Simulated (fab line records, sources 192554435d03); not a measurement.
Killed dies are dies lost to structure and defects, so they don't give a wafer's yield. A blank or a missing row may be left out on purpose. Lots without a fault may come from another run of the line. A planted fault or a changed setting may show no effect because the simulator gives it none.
fab line records | flow n5_finfet
record lots=9 wafers=27 last_day=19
route steps=1938 shown SD_EPI_P@308 SD_ACTIVATION@330 ILD0@339 BEOL_M4@1111 PASSIVATION@1936
lots that met no fault: from a run of the same line without faults
start_h: hours from the record's first day to the start of the lot's first wafer shown | wait_h: hours since the lot's step before | " the same as in the row above | L1.1+2: a row that stands for several wafers | - no value, or no start given | * or withheld: withheld | < > ~ a bound
route shown NAME@n: a module of which the file shows steps, and the number in the route of the first | usual: mean/standard deviation of fault-free wafers | same: alike in all rows | chamber/n: place in a boat | sites: the reading at each site | _std_site: their standard deviation | _edge_site: outer sites' mean less inner sites' | radius_mm: how far each site lies from the wafer's centre | mask NAME#n: copy n | behind: the tool/chamber that last shaped the wafer | hold: why the lot was held/for how many hours/how that ended | device: the transistor (n, p or np) that didn't switch | end of line: the same wafers' tests at the end of the route | a step without rows: its recipe alone | killed: dies lost to structure and defects at the first sort, not the wafer's yield | map: a wafer's dies, x killed, . not, _ none there
set.NAME: the setting as run; set.NAME@STEP: as run at that earlier step | model.NAME: the simulator's own value behind a step, which no gauge read
steps of the route over a sample of lots; a table a step, a row a wafer
services: from which hour (start_h, from the record's first day; less than 0 if before it) a tool's chamber was out of use, for how many hours, and why
## steps
# step N5_SD_EPI_P_ETCH_37
# recipe chemistry=N2/H2 target=SOC overetch_a=1080 mask_material=SiARC temp_c=40 ion_energy_ev=100 source_w=3000 bias_w=133 pressure_mtorr=20 time_s=486 n2_flow_sccm=200 h2_flow_sccm=200 ends=end_point
# usual drypump_motor_current_A=5.6/0.45 oes_product_au=0.69/0.062 rf_vpp_V=240.9/1.3 showerhead_plenum_p_Torr=2.55/0.071 throttle_valve_pct=23.8/0.36
# columns lot.wafer tool chamber start_h wait_h drypump_motor_current_A oes_product_au rf_hours_counter_h rf_vpp_V showerhead_plenum_p_Torr throttle_valve_pct
L126.2 rie_diel-06 3 56.55 0.0 5.7 0.68 148 243.1 2.64 23.8
L126.3 " 0 " " 5.1 0.74 77 239.2 2.47 24.1
L126.5 " 1 " " 6.5 0.63 - 240.9 2.54 24.1
L127.1 rie_diel-06 3 60.61 0.0 5.7 0.68 148 242.3 2.64 23.8
L127.2 " 2 " " 5.6 0.70 142 242.6 2.65 24.1
L127.6 " 1 " " 6.5 0.63 - 240.3 2.54 24.1
L133.1 rie_diel-05 1 97.50 0.0 5.6 0.66 190 243.7 2.63 23.6
L133.3 " 2 " " 6.2 0.78 37 241.9 2.61 23.6
L133.6 " 3 " " 5.1 0.64 - 241.8 2.50 24.1
L135.1 rie_diel-06 1 109.91 0.0 6.6 0.63 208 241.1 2.53 24.1
L135.4 " 0 " " 5.2 0.73 92 240.1 2.46 24.1
L135.5 " 1 " " 6.5 0.62 - 241.4 2.53 24.1
L137.1 rie_diel-05 3 121.90 0.0 5.1 0.63 225 239.4 2.49 24.1
L137.4 " 2 " " 6.2 0.77 43 241.7 2.61 23.6
L137.5 " 3 " " 5.1 0.62 - 240.3 2.49 24.1
L144.4 rie_diel-06 1 161.95 0.0 6.6 0.61 221 240.6 2.53 24.1
L144.5 " 1 " " 6.5 0.62 - 240.4 2.53 24.1
L144.6 " 0 " " 5.2 0.72 - 238.9 2.46 24.1
L147.1 rie_diel-06 3 179.17 0.0 5.6 0.66 181 242.1 2.63 23.9
L147.3 " 1 " " 6.6 0.61 225 240.1 2.53 24.1
L147.5 " 2 " " 5.6 0.67 - 242.7 2.63 24.1
L148.1 rie_diel-02 3 185.05 0.0 5.6 0.85 1 239.9 2.50 23.8
L148.5 " 2 " " 6.0 0.68 - 240.6 2.54 23.6
L148.6 " 3 " " 5.6 0.86 - 242.4 2.50 23.8
L149.1 rie_diel-05 0 194.28 0.0 5.3 0.74 86 239.6 2.44 23.0
L149.3 " 3 " " 5.1 0.62 245 237.7 2.48 24.1
L149.5 " 0 " " 5.3 0.74 - 239.4 2.44 23.0
# step N5_SD_ACTIVATION_RTA_00
# recipe temp_c=975 time_s=0 ambient=N2 idle_temp_c=600 ramp_up_c_per_s=150 ramp_down_c_per_s=60 cool_to_c=600
# usual lamp_power_pct=8.96/0.057 lamp_zone_2_pct=8.951/0.027 wafer_temp_C_max=974.9/1.9
# columns lot.wafer tool chamber start_h wait_h lamp_power_pct lamp_zone_2_pct wafer_temp_C_max
L126.2 rtp_anneal-01 0 60.53 0.1 9.00 8.900 976.2
L126.3 " 0 " " 8.91 8.935 973.9
L126.5 " 0 " " 8.99 8.943 975.0
L127.1 rtp_anneal-02 0 64.27 0.0 8.81 8.919 975.2
L127.2 " 0 " " 9.01 8.987 972.3
L127.6 " 0 " " 9.05 8.926 975.8
L133.1 rtp_anneal-02 0 101.18 0.1 8.94 8.963 975.1
L133.3 " 0 " " 8.95 8.979 973.7
L133.6 " 0 " " 8.95 8.940 973.2
L135.1 rtp_anneal-01 0 113.62 0.0 8.94 8.920 979.0
L135.4 " 0 " " 9.01 8.918 972.4
L135.5 " 0 " " 8.88 8.949 973.0
L137.1 rtp_anneal-02 0 126.39 0.0 8.92 8.954 973.6
L137.4 " 0 " " 8.91 8.975 975.8
L137.5 " 0 " " 9.00 8.958 974.6
L144.4 rtp_anneal-02 0 166.53 0.1 8.93 8.970 976.6
L144.5 " 0 " " 9.12 8.939 974.6
L144.6 " 0 " " 8.83 8.932 976.0
L147.1 rtp_anneal-01 0 183.67 0.0 9.01 8.925 972.6
L147.3 " 0 " " 8.97 8.954 973.6
L147.5 " 0 " " 9.05 8.888 977.5
L148.1 rtp_anneal-01 0 190.73 0.1 8.97 8.898 974.0
L148.5 " 0 " " 9.00 8.947 975.9
L148.6 " 0 " " 8.99 8.941 976.6
L149.1 rtp_anneal-02 0 198.67 0.0 9.00 8.981 979.0
L149.3 " 0 " " 8.95 8.961 974.1
L149.5 " 0 " " 9.01 8.965 973.6
# step N5_SD_ACTIVATION_LSA_01
# recipe temp_c=1080 time_s=0.0008 ambient=N2
# usual wafer_temp_C_max=1083.7/0.78
# columns lot.wafer tool chamber start_h wait_h wafer_temp_C_max
L126.2 laser_anneal-01 0 60.73 0.2 1083.6
L126.3 " 0 " " 1083.2
L126.5 " 0 " " 1083.8
L127.1 laser_anneal-02 0 64.48 0.2 1083.7
L127.2 " 0 " " 1083.9
L127.6 " 0 " " 1084.2
L133.1 laser_anneal-02 0 101.39 0.2 1085.0
L133.3 " 0 " " 1084.4
L133.6 " 0 " " 1084.5
L135.1 laser_anneal-02 0 113.82 0.2 1053.0
L135.4 " 0 " " 1053.0
L135.5 " 0 " " 1052.7
L137.1 laser_anneal-02 0 126.59 0.2 1053.0
L137.4 " 0 " " 1052.5
L137.5 " 0 " " 1051.9
L144.4 laser_anneal-01 0 166.73 0.2 1083.5
L144.5 " 0 " " 1082.9
L144.6 " 0 " " 1084.5
L147.1 laser_anneal-02 0 184.06 0.3 1083.4
L147.3 " 0 " " 1083.9
L147.5 " 0 " " 1083.2
L148.1 laser_anneal-01 0 191.11 0.3 1083.0
L148.5 " 0 " " 1082.2
L148.6 " 0 " " 1083.9
L149.1 laser_anneal-02 0 198.87 0.2 1084.6
L149.3 " 0 " " 1083.9
L149.5 " 0 " " 1083.5
# step N5_SD_ACTIVATION_RS_MEAS_03
# recipe thk_meas_gauge=four-point-probe
# usual RS_SD_N=21.82/0.28 RS_SD_P=56.0/0.91
# columns lot.wafer tool chamber start_h wait_h RS_SD_N[ohm/sq] RS_SD_P[ohm/sq]
L126.2 film_metro-01 - 60.92 0.2 22.23 56.4
L126.3 " - " " 22.00 56.7
L126.5 " - " " 22.10 57.0
L127.1 film_metro-02 - 64.70 0.2 21.79 55.7
L127.2 " - " " 22.15 54.6
L127.6 " - " " 21.66 55.5
L133.1 film_metro-01 - 101.59 0.2 22.00 57.5
L133.3 " - " " 21.86 57.0
L133.6 " - " " 22.34 56.2
L135.1 film_metro-02 - 114.02 0.2 25.14 54.9
L135.4 " - " " 24.84 56.4
L135.5 " - " " 24.82 57.0
L137.1 film_metro-02 - 126.80 0.2 25.14 58.7
L137.4 " - " " 25.35 57.6
L137.5 " - " " 25.18 59.3
L144.4 film_metro-01 - 166.91 0.1 21.66 55.4
L144.5 " - " " 21.80 54.9
L144.6 " - " " 22.14 54.2
L147.1 film_metro-02 - 184.26 0.2 21.94 55.8
L147.3 " - " " 21.75 56.2
L147.5 " - " " 21.71 55.7
L148.1 film_metro-01 - 191.32 0.2 22.46 54.8
L148.5 " - " " 22.17 54.7
L148.6 " - " " 22.28 54.7
L149.1 film_metro-01 - 199.08 0.2 21.55 57.4
L149.3 " - " " 21.52 56.9
L149.5 " - " " 21.54 56.6
# step N5_ILD0_THK_MEAS_04
# usual thk_nm=197.1/1
# columns lot.wafer tool chamber start_h wait_h thk_nm
L126.2 film_metro-02 - 64.08 - 197.4
L126.3 " - " " 196.5
L126.5 " - " " 196.9
L127.1 film_metro-01 - 67.71 - 196.8
L127.2 " - " " 197.5
L127.6 " - " " 195.7
L133.1 film_metro-02 - 104.62 - 197.1
L133.3 " - " " 197.5
L133.6 " - " " 196.6
L135.1 film_metro-02 - 117.73 - 196.8
L135.4 " - " " 196.8
L135.5 " - " " 196.6
L137.1 film_metro-01 - 129.97 - 196.3
L137.4 " - " " 197.4
L137.5 " - " " 197.1
L144.4 film_metro-01 - 169.91 - 195.2
L144.5 " - " " 196.7
L144.6 " - " " 196.5
L147.1 film_metro-01 - 187.31 - 195.6
L147.3 " - " " 196.8
L147.5 " - " " 195.2
L148.1 film_metro-02 - 194.33 - 196.3
L148.5 " - " " 198.4
L148.6 " - " " 196.7
L149.1 film_metro-02 - 202.46 - 196.2
L149.3 " - " " 196.3
L149.5 " - " " 198.0
# step N5_BEOL_M4_RC_MEAS_101
# usual DIBL_N=36.5/1.9 DIBL_P=36.4/2.2 IOFF_N=0.17/0.034 IOFF_P=0.21/0.036 ION_N=678/12 ION_P=462/7.1 RC_DENSE_N=18.7/0.5 RC_N=15.3/0.4 REXT_N=74.9/1.9 RS_SD_N=28.3/0.34 SS_N=71.7/0.61 SS_P=73.4/0.71 VT_N=249/3.5 VT_P=-251/3
# columns lot.wafer tool chamber start_h wait_h DIBL_N[mV/V] DIBL_P[mV/V] IOFF_N[nA/um] IOFF_P[nA/um] ION_N[uA/um] ION_P[uA/um] RC_DENSE_N[ohm.um] RC_N[ohm.um] REXT_N[ohm.um] RS_SD_N[ohm/sq] SS_N[mV/dec] SS_P[mV/dec] VT_N[mV] VT_P[mV]
L127.1 prober-02 0 185.35 0.0 37.6 37.9 0.16 0.23 671 455 19.4 15.9 74.7 28.1 71.6 73.9 248 -250
L127.2 " 0 " " 40.3 40.5 0.23 0.27 691 471 19.9 16.2 74.8 28.1 71.8 75.4 243 -247
L127.6 " 0 " " 36.1 35.1 0.15 0.18 666 453 19.7 16.0 74.2 28.0 70.9 73.0 251 -253
L126.2 prober-01 0 185.84 0.2 37.7 37.9 0.21 0.25 689 467 19.5 16.0 74.9 28.5 72.5 74.7 244 -249
L126.3 " 0 " " 36.6 37.3 0.18 0.23 679 465 19.0 15.5 74.2 28.4 71.9 74.8 248 -250
L126.5 " 0 " " 37.5 37.5 0.19 0.23 683 461 18.2 15.0 73.9 28.9 72.7 73.5 246 -251
L133.1 prober-02 0 238.07 0.0 34.9 34.9 0.15 0.20 681 470 18.5 14.9 77.4 28.6 71.3 73.2 247 -250
L133.3 " 0 " " 35.3 33.9 0.15 0.19 666 458 18.3 14.8 76.5 28.6 71.8 72.7 249 -248
L133.6 " 0 " " 34.3 33.7 0.14 0.19 667 469 18.4 15.1 77.9 28.8 71.0 72.7 250 -253
L135.1 prober-01 0 249.88 0.0 38.5 38.9 0.20 0.23 685 470 21.0 17.3 82.3 32.1 72.3 74.4 245 -250
L135.4 " 0 " " 37.3 38.0 0.17 0.21 684 467 21.2 17.4 81.5 31.7 72.1 73.1 249 -252
L135.5 " 0 " " 35.8 35.5 0.14 0.17 658 456 20.9 16.9 81.7 32.0 71.5 73.2 254 -256
L137.1 prober-02 0 274.55 0.0 34.8 34.5 0.12 0.16 660 456 21.4 17.4 78.5 31.8 71.4 72.6 256 -254
L137.4 " 0 " " 35.6 35.2 0.13 0.18 657 452 21.8 17.8 80.5 31.8 71.1 72.2 254 -252
L137.5 " 0 " " 34.4 34.4 0.11 0.16 650 454 21.0 17.0 79.2 31.8 71.1 71.9 252 -254
L144.4 prober-01 0 307.56 0.5 33.3 34.4 0.14 0.16 686 462 19.7 16.1 74.8 27.9 72.0 72.5 250 -254
L144.5 " 0 " " 33.8 34.5 0.12 0.16 662 455 19.5 15.9 76.1 28.0 71.7 73.3 254 -253
L144.6 " 0 " " 35.5 36.3 0.16 0.19 674 456 18.6 15.2 75.0 28.3 71.9 73.9 250 -253
L147.1 prober-01 0 308.03 0.2 37.5 38.5 0.20 0.21 690 465 18.4 15.1 74.8 28.3 73.0 74.2 247 -251
L147.3 " 0 " " 36.0 37.6 0.16 0.18 665 449 19.0 15.4 76.2 28.1 71.5 73.1 250 -254
L147.5 " 0 " " 35.6 37.0 0.16 0.19 686 466 18.8 15.2 75.0 28.2 71.1 73.4 248 -256
L148.1 prober-01 0 333.86 0.0 33.3 33.5 0.13 0.15 663 460 19.3 15.8 76.1 29.0 71.1 72.2 250 -253
L148.5 " 0 " " 37.5 38.2 0.19 0.21 677 459 18.5 15.2 74.9 28.5 72.0 73.9 248 -250
L148.6 " 0 " " 36.8 36.7 0.18 0.20 680 460 19.2 15.6 74.8 28.8 71.3 73.4 244 -252
L149.1 prober-01 0 347.71 0.0 36.4 35.3 0.16 0.21 669 459 18.9 15.5 74.3 27.7 71.8 73.7 250 -250
L149.3 " 0 " " 34.1 32.6 0.13 0.17 673 464 18.6 15.2 74.2 27.8 71.4 72.4 253 -253
L149.5 " 0 " " 34.1 32.6 0.13 0.18 676 466 18.6 15.3 73.9 28.2 71.1 73.0 251 -252
# step N5_PASSIVATION_PROBE_49
# usual defect_limited_yield=91.0/1.5 killed_at_M0_to_M3=35/11 killed_at_M4_up=13/5 killed_at_contacts=12/5.9 killed_at_front_end=42/13 killed_at_other=3/3.2 killed_dies=106/18 killed_open=69/13 killed_short=35/8.9 sort_bin_5_function=5.2/0.95 sort_bin_6_memory=3.3/0.71 sort_n_pass=1074/18 sort_yield_pct=91.0/1.5
# same gross_dies=1180 killed_at_back_side=0 sort_bin_4_leakage[%]=0 sort_bin_8_speed[%]=0
# columns lot.wafer tool chamber start_h wait_h defect_limited_yield[%] killed_at_M0_to_M3 killed_at_M4_up killed_at_contacts killed_at_front_end killed_at_other killed_dies killed_open killed_short sort_bin_5_function[%] sort_bin_6_memory[%] sort_n_pass sort_yield_pct[%]
L126.2 prober-02 - 304.75 0.1 92.5 21 9 13 43 3 89 56 33 4.1 3.2 1091 92.5
L126.3 prober-02 - 304.80 0.1 91.5 35 6 17 41 1 100 75 25 5.5 2.5 1080 91.5
L126.5 prober-02 - 304.90 0.2 90.9 34 12 25 34 2 107 76 31 5.0 3.6 1073 90.9
L137.1 prober-02 - 390.60 0.0 90.5 28 12 15 57 0 112 84 27 5.2 4.1 1068 90.5
L137.4 prober-02 - 390.75 0.2 87.1 38 12 16 84 2 152 105 47 8.1 4.4 1028 87.1
L137.5 prober-02 - 390.80 0.2 89.7 43 10 4 63 1 121 77 33 5.2 4.0 1059 89.7
L144.4 prober-01 - 425.43 0.2 93.6 25 11 13 23 3 75 47 26 3.9 2.3 1105 93.6
L144.5 prober-01 - 425.48 0.2 91.0 49 13 7 32 5 106 71 34 6.3 2.6 1074 91.0
L144.6 prober-01 - 425.53 0.3 92.8 32 6 12 35 0 85 56 26 4.9 2.0 1095 92.8
# killed by level:class
L126.2 FIN_SAQP:geometric_particle:short=13 STI_FIN_REVEAL:geometric_particle:open=12 MOL_CONTACT_COAG:geometric_particle:open=10 FIN_SAQP:geometric_particle:open=8 DUMMY_GATE:geometric_particle:open=6 BEOL_M2:geometric_particle:open=6 BEOL_M0_SAQP:geometric_particle:short=4 BEOL_M4:geometric_particle:open=4
L126.3 MOL_CONTACT_COAG:geometric_particle:open=15 STI_FIN_REVEAL:geometric_particle:open=14 BEOL_M0_SAQP:geometric_particle:open=8 BEOL_M1:geometric_particle:open=8 FIN_SAQP:geometric_particle:open=7 BEOL_M2:geometric_particle:open=5 STARTING-WAFER:geometric_particle:short=4 DUMMY_GATE:geometric_particle:open=4
L126.5 MOL_CONTACT_COAG:geometric_particle:open=17 STI_FIN_REVEAL:geometric_particle:open=13 BEOL_M3:geometric_particle:open=10 MOL_CONTACT_COAG:geometric_particle:short=8 FIN_SAQP:geometric_particle:short=7 BEOL_M4:geometric_particle:open=7 FIN_SAQP:geometric_particle:open=6 BEOL_M0_SAQP:geometric_particle:open=6
L137.1 STI_FIN_REVEAL:geometric_particle:open=23 MOL_CONTACT_COAG:geometric_particle:open=15 BEOL_M2:geometric_particle:open=8 BEOL_M1:geometric_particle:open=7 GATE_CUT:geometric_particle:open=5 BEOL_M3:geometric_particle:open=5 FIN_SAQP:geometric_particle:open=4 FIN_SAQP:geometric_particle:short=4
L137.4 STI_FIN_REVEAL:geometric_particle:open=29 FIN_SAQP:geometric_particle:short=18 BEOL_M3:geometric_particle:open=15 MOL_CONTACT_COAG:geometric_particle:open=12 FIN_SAQP:geometric_particle:open=8 BEOL_M1:geometric_particle:open=7 GATE_CUT:geometric_particle:short=7 BEOL_M2:geometric_particle:open=7
L137.5 STI_FIN_REVEAL:geometric_particle:open=17 BEOL_M2:geometric_particle:open=16 FIN_SAQP:geometric_particle:short=14 HKMG_FIN:area_etch=10 BEOL_M0_SAQP:geometric_particle:short=8 BEOL_M1:geometric_particle:open=6 BEOL_M0_SAQP:geometric_particle:open=5 BEOL_M3:geometric_particle:open=5
L144.4 MOL_CONTACT_COAG:geometric_particle:open=10 BEOL_M4:geometric_particle:open=7 BEOL_M0_SAQP:geometric_particle:open=6 BEOL_M3:geometric_particle:open=5 BEOL_M1:geometric_particle:open=4 FIN_SAQP:geometric_particle:short=3 DUMMY_GATE:geometric_particle:open=3 SPACER0:geometric_particle:short=3
L144.5 BEOL_M3:geometric_particle:open=15 BEOL_M2:geometric_particle:open=13 FIN_SAQP:geometric_particle:short=6 FIN_SAQP:geometric_particle:open=6 GATE_CUT:geometric_particle:open=5 MOL_CONTACT_COAG:geometric_particle:open=5 BEOL_M0_SAQP:geometric_particle:short=5 ILD0:geometric_particle:short=4
L144.6 BEOL_M2:geometric_particle:open=9 FIN_SAQP:geometric_particle:short=7 MOL_CONTACT_COAG:geometric_particle:open=7 BEOL_M0_SAQP:geometric_particle:open=7 FIN_SAQP:geometric_particle:open=5 BEOL_M3:geometric_particle:open=5 STARTING-WAFER:geometric_particle:open=4 GATE_CUT:geometric_particle:open=3
## services
# columns tool chamber start_h hours kind
rie_diel-06 1 36.08 7.9 repair
rie_diel-05 3 51.80 1.8 repair
rtp_anneal-02 - 64.45 5.0 pm
laser_anneal-02 - 79.43 9.1 pm
rie_diel-06 - 95.50 1.1 repair
rie_diel-02 0 110.40 10.7 repair
laser_anneal-01 - 111.90 2.1 pm
rie_diel-02 - 134.86 0.7 repair
rie_diel-02 3 147.66 - clean
rie_diel-02 3 147.66 - consumable_replace:focus_ring
rie_diel-02 3 147.66 33.6 scheduled_down
rie_diel-02 3 147.66 33.6 vent_cycle
laser_anneal-01 - 181.70 7.8 pm
laser_anneal-02 - 189.46 2.0 pm
## key
first_sign step=N5_SD_ACTIVATION_LSA_01 reading=wafer_temp_C_max direction=down sigmas=40 usual=* struck=*
effect step=N5_SD_ACTIVATION_RS_MEAS_03 reading=RS_SD_N direction=up sigmas=12 usual=21.82 struck=25.08
effect step=N5_BEOL_M4_RC_MEAS_101 reading=RS_SD_N direction=up sigmas=11 usual=28.3 struck=31.9
effect step=N5_BEOL_M4_RC_MEAS_101 reading=RC_N direction=up sigmas=5 usual=15.3 struck=17.3
effect step=N5_BEOL_M4_RC_MEAS_101 reading=RC_DENSE_N direction=up sigmas=5 usual=18.7 struck=21.2
effect step=N5_BEOL_M4_RC_MEAS_101 reading=REXT_N direction=up sigmas=3 usual=74.9 struck=80.6
met_at N5_SD_ACTIVATION_LSA_01
struck_lots L135,L137
baseline_loss step=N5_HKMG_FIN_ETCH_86 wafers=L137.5
not_acting_at N5_SD_EPI_P_ETCH_37,N5_SD_ACTIVATION_RTA_00,N5_ILD0_THK_MEAS_04
onset_between 101.39 113.82
fault kind=process_parameter_drift tool=laser_anneal-02 chamber=- onset_h=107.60 steps=N5_SD_ACTIVATION_LSA_01 channel=temp_c offset=* shape=step end_h=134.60 stated=*
# baseline_loss: these wafers lose ten dies or more at that step, a loss of the line's own and not of a fault; the sort's usual values leave them out
